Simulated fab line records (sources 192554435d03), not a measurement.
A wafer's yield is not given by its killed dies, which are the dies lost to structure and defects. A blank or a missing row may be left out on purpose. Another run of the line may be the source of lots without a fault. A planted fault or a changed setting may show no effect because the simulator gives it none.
fab line records | flow n5-finfet
[record] lots = 6 wafers = 18 last-day = 20
route steps=1938 shown WELL_APT@38 BEOL_M4@1111 PASSIVATION@1936
lots that met no fault: from a run of the same line without faults
start-h: hours from the record's first day to the start of the lot's first wafer shown | wait-h: time in hours since the lot's previous step | " the same as in the row above | L1.1+2: one row covering several wafers at once | - value missing, or start not given | * or withheld: withheld | < > ~ a bound
route shown NAME@n: a module of which the file shows steps, and the number in the route of the first | usual: the fault-free wafers' mean and standard deviation | same: alike in all rows | chamber/n: place in a boat | sites: per-site readings | _std_site: how widely they spread, as a standard deviation | _edge_site: inner sites' mean taken away from outer sites' mean | radius-mm: for every site, how far away it sits from the centre of the wafer | mask NAME#n: copy n | behind: tool/chamber where the wafer was last shaped | hold: the reason the lot was held/the length of the hold in hours/how it ended | device: whichever transistor did not switch (one of n, p or np) | end of line: the same wafers' tests at the end of the route | where a step has no rows: the recipe by itself | killed: dies that structure and defects cost at the first sort, which is not the same as the wafer's yield | map: the dies of a wafer, with x for killed, . for not killed, _ for no die there
set.NAME: the setting the step ran with; set.NAME@STEP: the setting that earlier step ran with | model.NAME: the simulator's own value behind a step, which no gauge read
a table for each step, a row for each wafer; lots at some steps of the route
services: when a tool's chamber went out of use (start-h, in hours from the record's first day, below 0 if earlier), for how many hours, and the reason
[[steps]]
[step N5_WELL_APT_SOFTBAKE_20]
[recipe] temp-c = 130 time-s = 60
[step N5_WELL_APT_EXPOSE_22]
[recipe] mask-id = PWELL na = 0.8 source-shape = conventional sigma-outer = 0.8 polarization = unpolarized defocus-nm = 0 target-cd-nm = 200 dose-mj = 23.2
[step N5_WELL_APT_PEB_23]
[recipe] peb-temp-c = 130 peb-time-s = 90
[step N5_WELL_APT_DEVELOP_24]
[recipe] develop-time-s = 45 rinse-liquid = surfactant-rinse dry = air-spin dev-temp-c = 21
[step N5_WELL_APT_HARDBAKE_29]
[recipe] temp-c = 130 time-s = 120
[step N5_WELL_APT_CD_MEAS_25]
[recipe] target-cd-nm = 200 landing-energy-ev = 500 detector = se-inlens
[usual] cd-nm = 198.6/1.8
// columns lot.wafer tool chamber start-h wait-h cd-nm
L817.1 cd-sem-01 0 15.05 - 202.2
L817.3 " 0 " " 197.8
L817.5 " 0 " " 198.5
L821.2 cd-sem-01 0 39.10 - 199.0
L821.3 " 0 " " 197.6
L821.6 " 0 " " 197.0
L829.1 cd-sem-03 0 86.93 - 199.0
L829.4 " 0 " " 196.4
L829.6 " 0 " " 199.7
L831.2 cd-sem-02 0 99.12 - 198.2
L831.4 " 0 " " 198.0
L831.5 " 0 " " 196.4
L839.3 cd-sem-02 0 146.99 - 198.9
L839.5 " 0 " " 199.0
L839.6 " 0 " " 198.6
L840.3 cd-sem-02 0 153.04 - 202.7
L840.5 " 0 " " 201.2
L840.6 " 0 " " 201.5
[step N5_WELL_APT_OVL_MEAS_26]
[recipe] points-per-wafer = 44
[usual] PWELL_OVL = 1/6.2
[same] points-per-wafer = 44
// columns lot.wafer tool chamber start-h wait-h PWELL_OVL[nm]
L817.1 overlay-01 0 15.08 0.0 3
L817.3 " 0 " " -6
L817.5 " 0 " " 5
L821.2 overlay-02 0 39.13 0.0 0
L821.3 " 0 " " 1
L821.6 " 0 " " -1
L829.1 overlay-02 0 86.96 0.0 9
L829.4 " 0 " " -7
L829.6 " 0 " " -1
L831.2 overlay-01 0 99.14 0.0 -3
L831.4 " 0 " " -4
L831.5 " 0 " " 4
L839.3 overlay-01 0 147.02 0.0 -9
L839.5 " 0 " " -5
L839.6 " 0 " " 2
L840.3 overlay-02 0 153.07 0.0 -5
L840.5 " 0 " " -7
L840.6 " 0 " " 6
[step N5_WELL_APT_INSPECT_27]
[recipe] mode = adi inspect-instrument = macro
[usual] raw-defect-count = 2.1/1.4
// columns lot.wafer tool chamber start-h wait-h raw-defect-count
L817.1 defect-inspect-01 - 15.10 0.0 2
L817.3 " - " " 1
L817.5 " - " " 2
L821.2 defect-inspect-02 - 39.15 0.0 0
L821.3 " - " " 2
L821.6 " - " " 6
L829.1 defect-inspect-02 - 86.98 0.0 3
L829.4 " - " " 1
L829.6 " - " " 2
L831.2 defect-inspect-02 - 99.17 0.0 4
L831.4 " - " " 2
L831.5 " - " " 0
L839.3 defect-inspect-02 - 147.05 0.0 3
L839.5 " - " " 3
L839.6 " - " " 1
L840.3 defect-inspect-01 - 153.09 0.0 2
L840.5 " - " " 4
L840.6 " - " " 1
[step N5_WELL_APT_DESCUM_30]
[recipe] chemistry = O2 time-s = 7.9 source-power-w = 50 bias-power-w = 20 pressure-mtorr = 20 rf-frequency-hz = 2.712e+07 temp-c = 40 o2-flow-sccm = 225
[usual] drypump-motor-current-A = 5.6/0.4 o2-flow-sccm = 225.0/0.66 oes-product-au = 0.77/0.087 rf-vpp-V = 243.9/1.3 showerhead-plenum-p-Torr = 2.14/0.071 throttle-valve-pct = 20.37/0.24
// columns lot.wafer tool chamber start-h wait-h drypump-motor-current-A o2-flow-sccm oes-product-au rf-hours-counter-h rf-vpp-V showerhead-plenum-p-Torr throttle-valve-pct
L817.1 rie-diel-01 1 15.17 0.1 5.3 225.3 0.77 153 244.2 2.17 20.39
L817.3 " 2 " " 5.9 226.4 0.93 4 244.9 2.23 20.01
L817.5 " 1 " " 5.3 224.4 0.77 - 244.1 2.17 20.40
L821.2 rie-diel-04 3 39.82 0.7 5.5 225.4 0.69 216 244.5 2.18 20.53
L821.3 " 0 " " 6.1 225.3 0.70 229 244.8 2.17 20.37
L821.6 " 0 " " 6.1 225.4 0.69 - 243.7 2.17 20.37
L829.1 rie-diel-04 0 87.02 0.0 6.1 225.2 0.69 246 244.5 2.17 20.39
L829.4 " 1 " " 6.2 224.7 0.75 162 244.8 2.19 20.83
L829.6 " 3 " " 5.5 224.3 0.69 - 242.8 2.17 20.55
L831.2 rie-diel-06 2 99.20 0.0 5.6 226.6 0.70 220 244.8 2.16 20.27
L831.4 " 3 " " 4.9 225.0 0.72 177 242.0 1.99 20.24
L831.5 " 2 " " 5.6 226.2 0.70 - 242.6 2.16 20.29
L839.3 rie-diel-06 1 147.11 0.1 5.5 225.7 0.84 - 242.8 2.13 20.56
L839.5 " 1 " " 5.5 225.6 0.85 - 244.2 2.13 20.56
L839.6 " 3 " " 4.9 224.7 0.71 - 241.3 1.98 20.27
L840.3 rie-diel-01 1 153.12 0.0 5.3 224.6 0.74 195 243.2 2.15 20.46
L840.5 " 1 " " 5.3 225.5 0.74 - 245.4 2.15 20.45
L840.6 " 2 " " 5.9 224.1 0.84 - 243.0 2.21 20.08
[step N5_WELL_APT_IMPLANT_31]
[recipe] species = B energy-kev = 60 dose-cm2 = 1.5e+13 tilt-deg = 0 rotation-deg = 0
[step N5_WELL_APT_IMPLANT_32]
[recipe] species = BF2 energy-kev = 50 dose-cm2 = 2e+13 tilt-deg = 0 rotation-deg = 0
[step N5_WELL_APT_STRIP_33]
[recipe] chemistry = SPM time-s = 900 temp-c = 130 h2so4-h2o2-vol-ratio = 4 dry = ipa-marangoni
[step N5_WELL_APT_RTA_34]
[recipe] temp-c = 1000 time-s = 10 ambient = N2 idle-temp-c = 600 ramp-up-c-per-s = 150 ramp-down-c-per-s = 60 cool-to-c = 600
[usual] lamp-power-pct = 13.00/0.055 lamp_zone_1_pct = 13.00/0.033 lamp_zone_2_pct = 13.00/0.033 lamp_zone_3_pct = 13.00/0.034 lamp_zone_4_pct = 12.991/0.03 lamp_zone_5_pct = 12.996/0.029 lamp_zone_6_pct = 12.92/0.035 lamp_zone_7_pct = 13.417/0.028 wafer_temp_C_max = 1003.5/1.1
// columns lot.wafer tool chamber start-h wait-h lamp-power-pct lamp_zone_1_pct lamp_zone_2_pct lamp_zone_3_pct lamp_zone_4_pct lamp_zone_5_pct lamp_zone_6_pct lamp_zone_7_pct wafer_temp_C_max
L817.1 rtp-anneal-01 0 16.09 0.2 13.02 13.02 12.95 12.91 12.972 12.939 12.91 13.443 1003.9
L817.3 " 0 " " 13.04 13.01 12.95 13.00 13.010 13.016 12.97 13.396 1003.8
L817.5 " 0 " " 12.98 12.97 12.98 13.06 13.059 12.940 12.89 13.416 1005.6
L821.2 rtp-anneal-02 0 40.87 0.3 13.08 13.03 12.99 12.99 12.957 12.971 12.86 13.385 1004.2
L821.3 " 0 " " 12.90 12.94 13.07 12.97 12.982 13.028 12.96 13.407 1002.3
L821.6 " 0 " " 12.96 13.05 12.96 12.94 12.977 12.975 12.96 13.447 1002.9
L829.1 rtp-anneal-01 0 87.87 0.1 14.12 14.29 14.30 14.26 14.249 14.182 14.12 14.673 1001.9
L829.4 " 0 " " 14.25 14.18 14.21 14.25 14.205 14.239 14.16 14.690 1002.3
L829.6 " 0 " " 14.25 14.15 14.22 14.19 14.229 14.173 14.12 14.693 1003.8
L831.2 rtp-anneal-01 0 99.98 0.0 14.26 14.18 14.17 14.25 14.242 14.252 14.11 14.691 1003.9
L831.4 " 0 " " 14.28 14.23 14.23 14.19 14.197 14.172 14.18 14.703 1004.1
L831.5 " 0 " " 14.10 14.29 14.23 14.23 14.191 14.245 14.15 14.711 1003.1
L839.3 rtp-anneal-02 0 147.94 0.1 13.07 12.97 12.95 13.00 13.019 13.043 12.90 13.424 1003.0
L839.5 " 0 " " 12.95 13.00 13.05 13.01 13.028 12.963 12.95 13.427 1005.7
L839.6 " 0 " " 12.97 12.97 12.98 13.00 12.999 13.021 12.96 13.406 1004.5
L840.3 rtp-anneal-02 0 154.01 0.1 13.02 13.00 13.00 13.02 12.962 12.991 12.91 13.390 1004.1
L840.5 " 0 " " 12.92 12.98 12.97 12.99 12.969 12.993 12.89 13.440 1002.5
L840.6 " 0 " " 13.08 13.02 12.99 13.06 12.982 12.985 12.92 13.419 1002.7
[step N5_WELL_APT_OXIDE_STRIP_42]
[recipe] chemistry = dHF dilution = 25:1 time-s = 45 temp-c = 25 target = SiO2 target-depth-a = 120
[step N5_BEOL_M4_RC_MEAS_101]
[usual] DIBL_N = 36.0/1.9 DIBL_P = 35.6/2.2 IOFF_N = 0.15/0.031 IOFF_P = 0.19/0.032 ION_N = 668/11 ION_P = 455/7.2 SS_N = 71.5/0.65 SS_P = 73.4/0.64 VT_N = 251/3.6 VT_P = -253/3.3
// columns lot.wafer tool chamber start-h wait-h DIBL_N[mV/V] DIBL_P[mV/V] IOFF_N[nA/um] IOFF_P[nA/um] ION_N[uA/um] ION_P[uA/um] SS_N[mV/dec] SS_P[mV/dec] VT_N[mV] VT_P[mV]
L817.1 prober-01 0 190.02 0.0 37.8 36.5 0.18 0.22 673 455 70.8 72.9 247 -249
L817.3 " 0 " " 34.8 32.4 0.13 0.16 662 458 70.9 72.3 254 -255
L817.5 " 0 " " 34.9 32.4 0.13 0.16 660 450 70.6 72.4 253 -253
L821.2 prober-01 0 216.05 0.2 37.1 35.6 0.17 0.21 679 466 71.8 73.8 248 -252
L821.3 " 0 " " 35.4 34.6 0.14 0.20 674 474 71.2 73.3 248 -248
L821.6 " 0 " " 39.3 39.2 0.23 0.27 700 469 72.6 74.6 246 -244
L829.1 prober-01 0 295.21 0.0 35.4 33.1 0.12 0.16 665 460 71.2 73.1 253 -253
L829.4 " 0 " " 39.5 37.9 0.19 0.23 675 458 72.4 74.5 248 -250
L829.6 " 0 " " 34.6 32.3 0.11 0.15 648 445 71.0 72.8 258 -255
L831.2 prober-02 0 298.07 0.2 36.8 36.6 0.16 0.18 682 467 70.8 73.8 248 -251
L831.4 " 0 " " 38.3 38.7 0.19 0.23 688 471 72.1 73.7 248 -250
L831.5 " 0 " " 37.0 36.0 0.15 0.18 676 462 71.0 73.6 248 -253
L839.3 prober-02 0 334.02 0.3 31.3 31.4 0.09 0.12 643 437 70.9 73.3 258 -261
L839.5 " 0 " " 30.9 31.4 0.09 0.12 644 437 71.8 72.3 260 -263
L839.6 " 0 " " 33.4 34.2 0.12 0.14 659 441 71.5 73.0 257 -262
L840.3 prober-01 0 361.83 0.3 35.6 34.6 0.14 0.20 657 454 71.8 73.5 250 -249
L840.5 " 0 " " 36.1 34.3 0.14 0.18 666 448 71.8 73.3 255 -252
L840.6 " 0 " " 35.4 34.2 0.13 0.20 672 464 70.9 73.3 251 -250
[step N5_PASSIVATION_PROBE_49]
[usual] defect-limited-yield = 91.3/1.4 killed_at_M0_to_M3 = 34/10 killed_at_M4_up = 14/5.5 killed-at-contacts = 12/6 killed-at-front-end = 40/10 killed-at-other = 3.0/2.4 killed-dies = 103/17 killed-open = 68/13 killed-short = 34/7.8 sort_bin_5_function = 5.1/0.97 sort_bin_6_memory = 3.3/0.66 sort_bin_8_speed = 0.02/0.12 sort-n-pass = 1077/17 sort-yield-pct = 91.2/1.4
[same] gross-dies = 1180 killed-at-back-side = 0 sort_bin_4_leakage[%] = 0
// columns lot.wafer tool chamber start-h wait-h defect-limited-yield[%] killed_at_M0_to_M3 killed_at_M4_up killed-at-contacts killed-at-front-end killed-at-other killed-dies killed-open killed-short sort_bin_5_function[%] sort_bin_6_memory[%] sort_bin_8_speed[%] sort-n-pass sort-yield-pct[%]
L821.2 prober-01 - 315.71 0.1 90.0 37 9 19 50 3 118 77 39 5.7 4.0 0 1062 90.0
L821.3 prober-01 - 315.76 0.1 89.8 44 28 2 42 4 120 75 45 6.0 3.9 0 1060 89.8
L821.6 prober-01 - 315.91 0.3 92.0 35 14 20 23 2 94 62 29 5.2 2.6 0 1086 92.0
L831.2 prober-01 - 401.51 0.1 92.7 33 7 5 41 0 86 42 42 4.5 2.5 0 1094 92.7
L831.4 prober-01 - 401.61 0.2 90.3 37 14 15 45 4 115 72 35 5.6 3.3 0 1065 90.3
L831.5 prober-01 - 401.66 0.2 90.7 20 4 9 67 10 110 64 38 5.8 3.1 0 1070 90.7
L840.3 prober-02 - 475.40 0.1 89.2 44 6 19 49 9 127 79 46 6.4 3.8 0 1053 89.2
L840.5 prober-02 - 475.50 0.2 91.8 34 10 7 42 4 97 55 41 4.6 3.0 0 1083 91.8
L840.6 prober-02 - 475.55 0.3 91.3 21 12 16 49 5 103 66 37 5.0 3.6 0 1077 91.3
// killed by level:class
L821.2 MOL_CONTACT_COAG:geometric-particle:open=13 STI_FIN_REVEAL:geometric-particle:open=12 FIN_SAQP:geometric-particle:open=8 BEOL_M1:geometric-particle:open=8 FIN_SAQP:geometric-particle:short=6 DUMMY_GATE:geometric-particle:open=5 GATE_CUT:geometric-particle:short=5 BEOL_M3:geometric-particle:open=5
L821.3 BEOL_M4:geometric-particle:open=14 BEOL_M1:geometric-particle:open=13 STI_FIN_REVEAL:geometric-particle:open=10 BEOL_M0_SAQP:geometric-particle:short=9 FIN_SAQP:geometric-particle:short=8 GATE_CUT:geometric-particle:short=6 BEOL_M3:geometric-particle:short=6 BEOL_M5:geometric-particle:open=6
L821.6 MOL_CONTACT_COAG:geometric-particle:open=16 BEOL_M0:geometric-particle:open=8 BEOL_M2:geometric-particle:open=6 FIN_SAQP:geometric-particle:short=5 BEOL_M0_SAQP:geometric-particle:short=5 FIN_SAQP:geometric-particle:open=4 BEOL_M5:geometric-particle:open=4 BEOL_M1:geometric-particle:open=4
L831.2 BEOL_M0_SAQP:geometric-particle:short=11 FIN_SAQP:geometric-particle:open=10 FIN_SAQP:geometric-particle:short=9 ILD0:geometric-particle:short=6 BEOL_M0_SAQP:geometric-particle:open=6 DUMMY_GATE:geometric-particle:open=4 BEOL_M1:geometric-particle:open=4 GATE_CUT:geometric-particle:short=4
L831.4 MOL_CONTACT_COAG:geometric-particle:open=13 FIN_SAQP:geometric-particle:open=12 BEOL_M0_SAQP:geometric-particle:open=11 BEOL_M0_SAQP:geometric-particle:short=9 STARTING-WAFER:geometric-particle:short=6 BEOL_M2:geometric-particle:short=5 HKMG_FIN:area-etch=5 STI_FIN_REVEAL:geometric-particle:open=4
L831.5 STI_FIN_REVEAL:geometric-particle:open=20 FIN_SAQP:geometric-particle:short=14 FIN_SAQP:geometric-particle:open=14 MOL_CONTACT_COAG:geometric-particle:open=8 BEOL_M0_SAQP:geometric-particle:short=8 ILD0:geometric-particle:open=7 ILD0:geometric-particle:short=6 PASSIVATION:area-etch=6
L840.3 MOL_CONTACT_COAG:geometric-particle:open=17 FIN_SAQP:geometric-particle:short=13 STI_FIN_REVEAL:geometric-particle:open=11 BEOL_M2:geometric-particle:open=10 BEOL_M0_SAQP:geometric-particle:short=9 FIN_SAQP:geometric-particle:open=7 BEOL_M1:geometric-particle:open=7 BEOL_M3:geometric-particle:open=5
L840.5 FIN_SAQP:geometric-particle:short=11 BEOL_M1:geometric-particle:open=9 FIN_SAQP:geometric-particle:open=8 BEOL_M3:geometric-particle:short=7 DUMMY_GATE:geometric-particle:open=5 BEOL_M3:geometric-particle:open=5 STI_FIN_REVEAL:geometric-particle:open=4 MOL_CONTACT_COAG:geometric-particle:open=4
L840.6 FIN_SAQP:geometric-particle:open=14 STI_FIN_REVEAL:geometric-particle:open=12 MOL_CONTACT_COAG:geometric-particle:open=12 FIN_SAQP:geometric-particle:short=8 BEOL_M3:geometric-particle:short=7 GATE_CUT:geometric-particle:short=4 GATE_CUT:geometric-particle:open=4 MOL_CONTACT_COAG:geometric-particle:short=4
[[services]]
// columns tool chamber start-h hours kind
rie-diel-01 3 14.08 - clean
rie-diel-01 3 14.08 - consumable-replace:focus-ring
rie-diel-01 3 14.08 22.3 scheduled-down
rie-diel-01 3 14.08 22.3 vent-cycle
rtp-anneal-02 - 21.76 4.1 pm
rie-diel-01 1 88.33 1.7 repair
rie-diel-04 0 98.61 - clean
rie-diel-04 0 98.61 - consumable-replace:focus-ring
rie-diel-04 0 98.61 15.3 scheduled-down
rie-diel-04 0 98.61 15.3 vent-cycle
rie-diel-01 0 99.46 - clean
rie-diel-01 0 99.46 - consumable-replace:focus-ring
rie-diel-01 0 99.46 - consumable-replace:showerhead
rie-diel-01 0 99.46 25.6 scheduled-down
rie-diel-01 0 99.46 25.6 vent-cycle
rie-diel-01 1 111.49 9.7 repair
rie-diel-04 3 130.10 - clean
rie-diel-04 3 130.10 - consumable-replace:focus-ring
rie-diel-04 3 130.10 23.7 scheduled-down
rie-diel-04 3 130.10 23.7 vent-cycle
rie-diel-06 0 130.10 4.0 repair
rie-diel-06 0 141.88 - clean
rie-diel-06 0 141.88 - consumable-replace:focus-ring
rie-diel-06 0 141.88 33.7 scheduled-down
[[key]]
[first-sign] step = N5_WELL_APT_RTA_34 reading = lamp_zone_7_pct direction = up sigmas = 46 usual = * struck = *
[effect] step = N5_WELL_APT_RTA_34 reading = lamp_zone_5_pct direction = up sigmas = 42 usual = * struck = *
met-at N5_WELL_APT_RTA_34
struck-wafers L829.1,L829.4,L829.6,L831.2,L831.4,L831.5
onset-between 16.09 87.87
[fault] kind = process-parameter-drift tool = rtp-anneal-01 chamber = - onset-h = 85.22 steps = N5_WELL_APT_RTA_34 channel = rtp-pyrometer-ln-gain offset = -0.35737 shape = step end-h = 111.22
